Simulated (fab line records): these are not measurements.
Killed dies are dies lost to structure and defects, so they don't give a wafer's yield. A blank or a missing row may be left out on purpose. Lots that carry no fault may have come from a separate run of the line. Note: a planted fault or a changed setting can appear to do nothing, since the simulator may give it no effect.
A struck lot beside a sound one | flow n5 finfet | 19 out of 1938 route steps
Sound: the wafers L931.1, L931.3, L931.5. Struck: wafer L926.6; the same lot's L926.3 was not struck, so it is left out; see the end for the cause.
Per side, at each step with rows, come the tool, then ch with its chambers, and then its first start. Under that, the readings that differ: sound wafers | struck wafers | difference of the means | sigmas: that difference in standard deviations of wafers without a fault.
alike: words and numbers the same on both sides, and readings whose means are apart by under 2 such deviations; not compared: readings that were withheld, readings missing a value for some wafer, numbers with overlapping values and no deviation given by the record, and bounds like >300 which may hide the same value.
A row with sigmas, a row that says differs or no value, or rows on one side alone: a step with any of these is where the two part. Non-overlapping numbers with no deviation appear without sigmas and do not part them. A reading that every wafer of one side lacks parts them only if that side has two wafers or more.

first, 2 steps without rows for these wafers: N5_BEOL_M14_ETCH_68 (etches SOC in N2/H2, time 450 s); N5_BEOL_M14_STRIP_69 (strips in N2/H2).
N5_BEOL_M14_TRENCH_ETCH_34: etches SiO2 in C4F8/O2/Ar, target depth 556.65 nm, time 126.9 s.
  sound on rie diel-05 ch 0,2,3, day 15 15:37; struck on rie diel-05 ch 3, day 15 05:02
  alike: drypump motor current A, oes_ar_750_au, oes_f_703_au, oes product au, rf vpp V, showerhead plenum p Torr, throttle valve pct
  not compared: rf hours counter h
then, 1 step without rows for these wafers: N5_BEOL_M14_STRIP_70 (strips in C4F8/O2/Ar).
N5_BEOL_M14_OCD_MEAS_35:
  sound on ocd-01 at day 15 15:46; struck on ocd-01 at day 15 05:12
  alike: trench depth nm
N5_BEOL_M14_STRIP_37: strips in O2.
  sound on rie diel-03 ch 1,2,3, day 15 18:46; struck on rie diel-01 ch 3, day 15 07:26
  alike: drypump motor current A, oes product au, rf vpp V, showerhead plenum p Torr, throttle valve pct
  not compared: rf hours counter h
then, 3 steps without rows for these wafers: N5_BEOL_M14_ETCH_38 (etches SiCN in CF4/N2, target depth 106.5 nm, time 120.6 s); N5_BEOL_M14_PRECLEAN_39 (cleans in residue remover, time 60 s); N5_BEOL_M14_SRD_40 (time 30 s, dry time 30 s).
N5_BEOL_M14_DEGAS_41: time 60 s.
  sound on pvd sputter-03 at day 15 19:25; struck on pvd sputter-02 at day 15 08:02
  alike: heater power w, susceptor temp C
then, 2 steps without rows for these wafers: N5_BEOL_M14_PRE_CLEAN_42 (time 30 s); N5_BEOL_M14_SPUTTER_43 (material TaN, target thk 15 nm, time 24.19 s).
N5_BEOL_M14_SPUTTER_44: material Ta, target thk 15 nm, time 24.19 s.
  sound on pvd sputter-03 at day 15 19:34; struck on pvd sputter-02 at day 15 08:12
  reading                                     | sound        | struck | difference | sigmas
  model.Ta_of_BEOL_M14_SPUTTER_44.thk nm (nm) | 14.8 15.2 15 | 8.4    | -6.6       |
  alike: throttle valve pct
  not compared: susceptor temp C
N5_BEOL_M14_SPUTTER_45: material Cu, target thk 100 nm, time 16.67 s.
  sound on pvd sputter-03 at day 15 19:39; struck on pvd sputter-02 at day 15 08:17
  alike: susceptor temp C, throttle valve pct
then, 1 step without rows for these wafers: N5_BEOL_M14_ECD_47 (material Cu, target thk 1248 nm).
N5_BEOL_M14_ANNEAL_48: time 90 s.
  sound on rtp anneal-01 ch 0, day 15 20:19; struck on rtp anneal-01 ch 0, day 15 08:42
  reading          | sound                | struck | difference | sigmas
  wafer_temp_C_max | 226.11 226.73 226.14 | 225.59 | -0.74      | -3
N5_BEOL_M14_CMP_49: polishes, stops on SiO2, t overpolish 5.2 s, target thk 560 nm.
  sound on cmp-03 ch 0,1, day 15 20:40; struck on cmp-02 ch 0, day 15 08:59
  reading                      | sound          | struck | difference | sigmas
  barrier field endpoint s (s) | 11.7 10.8 10.8 | 9.0    | -2.1       | -6
  alike: clearing platen rpm, motor current A
  not compared: pad life wafers
N5_BEOL_M14_THK_MEAS_50: measures by xrf.
  sound on film metro-01 at day 15 20:56; struck on film metro-01 at day 15 09:13
  alike: M14_THK
next, for these wafers, 1 step has no rows: N5_PASSIVATION_PROBE_49.

## WHERE THEY PART
Last at N5_BEOL_M14_CMP_49 as far as this record goes, first at N5_BEOL_M14_ANNEAL_48. Later steps at which nothing parts them and some readings are alike: N5_BEOL_M14_THK_MEAS_50.

WHY: whatever the simulator had introduced
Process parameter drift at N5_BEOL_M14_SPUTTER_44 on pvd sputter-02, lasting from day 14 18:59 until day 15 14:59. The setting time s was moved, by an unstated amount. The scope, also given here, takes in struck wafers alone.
